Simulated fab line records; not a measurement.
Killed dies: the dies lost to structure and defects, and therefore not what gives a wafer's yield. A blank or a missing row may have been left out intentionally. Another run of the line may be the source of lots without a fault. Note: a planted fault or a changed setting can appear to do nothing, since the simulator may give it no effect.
Comparing a struck lot with a sound one || flow n5 finfet || 15 out of 1938 route steps
Sound: the wafers L886.4, L886.5, L886.6. Struck: wafer L891.5. (L891.1 of the same lot was not struck and is left out.) The cause comes at the end.
For every step that has rows: the tool of each side, followed by ch and its chambers, followed by its first start. Under that, the readings that differ: sound wafers || struck wafers || difference of the means || sigmas: that difference in standard deviations of wafers without a fault.
alike: readings with means less than 2 such deviations apart, plus words and numbers identical on both sides. not compared: withheld readings, readings lacking a value on some wafer, bounds such as >300 that could conceal the same value, and numbers that have no deviation in the record and whose values overlap.
A row with sigmas, a row that says differs or no value, or rows on one side alone: a step with any of these is where the two part. Numbers that have no deviation but don't overlap get no sigmas and don't part them. A reading that every wafer of one side lacks parts them only if that side has two wafers or more.

first, 8 steps without rows for these wafers: N5_BEOL_M9_COAT_59 (time 60 s, resist thk 100 nm); N5_BEOL_M9_COAT_60 (time 60 s, resist thk 30 nm); N5_BEOL_M9_COAT_05 (resist thk 90 nm); N5_BEOL_M9_EBR_07; N5_BEOL_M9_SOFTBAKE_06 (time 60 s); N5_BEOL_M9_EXPOSE_08 (exposes mask M9); N5_BEOL_M9_PEB_09 (peb time 60 s); N5_BEOL_M9_DEVELOP_10 (develop time 30 s).
N5_BEOL_M9_CD_MEAS_11 targets a cd of 64.1 nm.
  sound on cd sem-02 ch 0, day 11 20:11; struck on cd sem-03 ch 0, day 12 23:16
  alike: cd nm
N5_BEOL_M9_OVL_MEAS_12:
  sound on overlay-01 ch 0, day 11 20:13; struck on overlay-02 ch 0, day 12 23:18
  alike: M9_OVL
N5_BEOL_M9_INSPECT_13: inspects for defects (brightfield).
  sound on defect inspect-02, day 11 20:14; struck on defect inspect-02, day 12 23:19
  alike: raw defect count
N5_BEOL_M9_DESCUM_16: chemistry O2, time 7.9 s.
  sound on rie diel-01 ch 0,1,2, day 11 20:17; struck on rie diel-01 ch 3, day 12 23:22
{"reading": "drypump motor current A (A)", "sound": "5.7 5.1 5.4", "struck": 6.3, "difference": "+0.9", "sigmas": "+2"}
{"reading": "throttle valve pct (%)", "sound": "20.19 20.59 20.68", "struck": 19.85, "difference": -0.64, "sigmas": -2}
  alike: oes product au, rf vpp V, showerhead plenum p Torr, temp c
  not compared: rf hours counter h
N5_BEOL_M9_ETCH_61: etches SiARC in CF4, target depth 39 nm, time 65 s.
  sound on rie diel-01 ch 0,1,2, day 11 20:19; struck on rie diel-01 ch 3, day 12 23:23
{"reading": "drypump motor current A (A)", "sound": "5.6 5.1 5.4", "struck": 6.3, "difference": "+0.9", "sigmas": "+2"}
{"reading": "etch rf on time s (s)", "sound": "63.5 62.5 63.2", "struck": 49.4, "difference": -13.7, "sigmas": -7}
{"reading": "oes product au (a.u.)", "sound": "0.80 0.62 0.72", "struck": 1.00, "difference": "+0.29", "sigmas": "+3"}
  alike: bias w, rf vpp V, showerhead plenum p Torr, throttle valve pct
  not compared: rf hours counter h
N5_BEOL_M9_ETCH_62: etches SOC in N2/H2, target depth 110 nm, overetch 22 nm, time 165 s.
  sound on rie diel-01 ch 0,1,2, day 11 20:25; struck on rie diel-01 ch 3, day 12 23:26
{"reading": "drypump motor current A (A)", "sound": "5.6 5.2 5.4", "struck": 6.4, "difference": "+1.0", "sigmas": "+2"}
  alike: bias w, oes product au, rf vpp V, showerhead plenum p Torr, temp c, throttle valve pct
  not compared: rf hours counter h
-- a jump in the record: the struck wafers' starts before and after are 3 days apart (it breaks off in module BEOL_M9 and resumes in module PASSIVATION, where the first step shown is number 1936 of the route) --
N5_PASSIVATION_PROBE_49:
  record: rows for the struck wafers here (prober-02, day 15 14:01), none for the sound ones

## WHERE THEY PART
Last at N5_PASSIVATION_PROBE_49 as far as this record goes, first at N5_BEOL_M9_DESCUM_16.

WHY: the cause the simulator had injected
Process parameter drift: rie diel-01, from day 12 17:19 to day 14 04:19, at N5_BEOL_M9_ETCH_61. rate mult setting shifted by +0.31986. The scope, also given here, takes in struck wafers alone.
